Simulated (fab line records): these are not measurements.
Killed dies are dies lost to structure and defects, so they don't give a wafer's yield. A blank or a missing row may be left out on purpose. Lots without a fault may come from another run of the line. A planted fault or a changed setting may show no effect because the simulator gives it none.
Chamber matching | flow n5 finfet | N5_HKMG_FIN_ETCH_31 on rie diel-01 has 4 sister chambers
The step etches SiARC in CF4, target depth 45.5 nm, time 75.8 s. 22 wafers are shown with their chamber, then 11 later ones without.

== WAFERS WITH THEIR CHAMBER ==
wafer  | chamber | showerhead plenum p Torr (Torr) | throttle valve pct (%) | oes product au (a.u.)
L074.1 | 2       | 2.15                            | 15.91                  | 0.65
L074.4 | 3       | 2.13                            | 15.65                  | 0.59
L074.6 | 0       | 2.10                            | 15.50                  | 0.74
L080.1 | 2       | 2.14                            | 15.95                  | 0.64
L080.2 | 3       | 2.13                            | 15.67                  | 0.58
L080.3 | 0       | 2.09                            | 15.53                  | 0.73
L080.4 | 1       | 2.26                            | 15.55                  | 0.75
L080.5 | 3       | 2.13                            | 15.68                  | 0.58
L080.6 | 2       | 2.15                            | 15.94                  | 0.63
L082.1 | 2       | 2.15                            | 15.94                  | 0.64
L082.2 | 3       | 2.13                            | 15.67                  | 0.58
L082.3 | 0       | 2.09                            | 15.51                  | 0.74
L082.4 | 1       | 2.26                            | 15.57                  | 0.75
L082.5 | 3       | 2.13                            | 15.66                  | 0.59
L082.6 | 2       | 2.15                            | 15.95                  | 0.64
L083.2 | 3       | 2.13                            | 15.66                  | 0.58
L083.3 | 1       | 2.26                            | 15.56                  | 0.75
L083.6 | 3       | 2.13                            | 15.66                  | 0.59
L087.1 | 2       | 2.14                            | 15.96                  | 0.63
L087.2 | 1       | 2.26                            | 15.56                  | 0.74
L087.6 | 3       | 2.12                            | 15.68                  | 0.59
L088.2 | 1       | 2.26                            | 15.57                  | 0.73

SIGNATURES (means of the wafers above)
reading                  | chamber 0 | chamber 1 | chamber 2 | chamber 3 | scatter within a chamber
showerhead plenum p Torr | 2.0933    | 2.2600    | 2.1467    | 2.1288    | 0.004
throttle valve pct       | 15.5133   | 15.5620   | 15.9417   | 15.6662   | 0.0129
oes product au           | 0.7367    | 0.7440    | 0.6383    | 0.5850    | 0.00695
Rule: for a wafer and a chamber, the distance is found by dividing, reading by reading, the gap between the wafer's reading and the chamber's mean by the reading's scatter, squaring, summing and taking the root. If the next closest chamber is less than 2 further off than the closest, the wafer can't be placed; otherwise it belongs to the closest. The scatter is the square root of a quotient: the sum, over the shown wafers, of each reading's squared deviation from its chamber's mean, divided by wafers minus chambers.

== WAFERS WITHOUT THEIR CHAMBER ==
wafer  | showerhead plenum p Torr (Torr) | throttle valve pct (%) | oes product au (a.u.)
L088.5 | 2.14                            | 15.96                  | 0.63
L088.6 | 2.26                            | 15.58                  | 0.73
L089.1 | 2.09                            | 15.55                  | 0.72
L089.2 | 2.12                            | 15.69                  | 0.57
L089.4 | 2.14                            | 15.99                  | 0.63
L096.1 | 2.13                            | 16.01                  | 0.62
L096.2 | 2.08                            | 15.59                  | 0.70
L096.5 | 2.08                            | 15.60                  | 0.71
L097.4 | 2.12                            | 15.23                  | 0.85
L097.5 | 2.25                            | 15.64                  | 0.71
L097.6 | 2.08                            | 15.59                  | 0.70

== EACH ONE'S CHAMBER ==
wafer  | from the rows above | in truth
L088.5 | 2                   | 2
L088.6 | 1                   | 1
L089.1 | 0                   | 0
L089.2 | 3                   | 3
L089.4 | 2                   | 2
L096.1 | 2                   | 2
L096.2 | 0                   | 0
L096.5 | 0                   | 0
L097.4 | 0                   | 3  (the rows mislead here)
L097.5 | 1                   | 1
L097.6 | 0                   | 0
Correctly placed: 10 of 11. From these rows, 0 cannot be placed. Placed wrongly: 1.
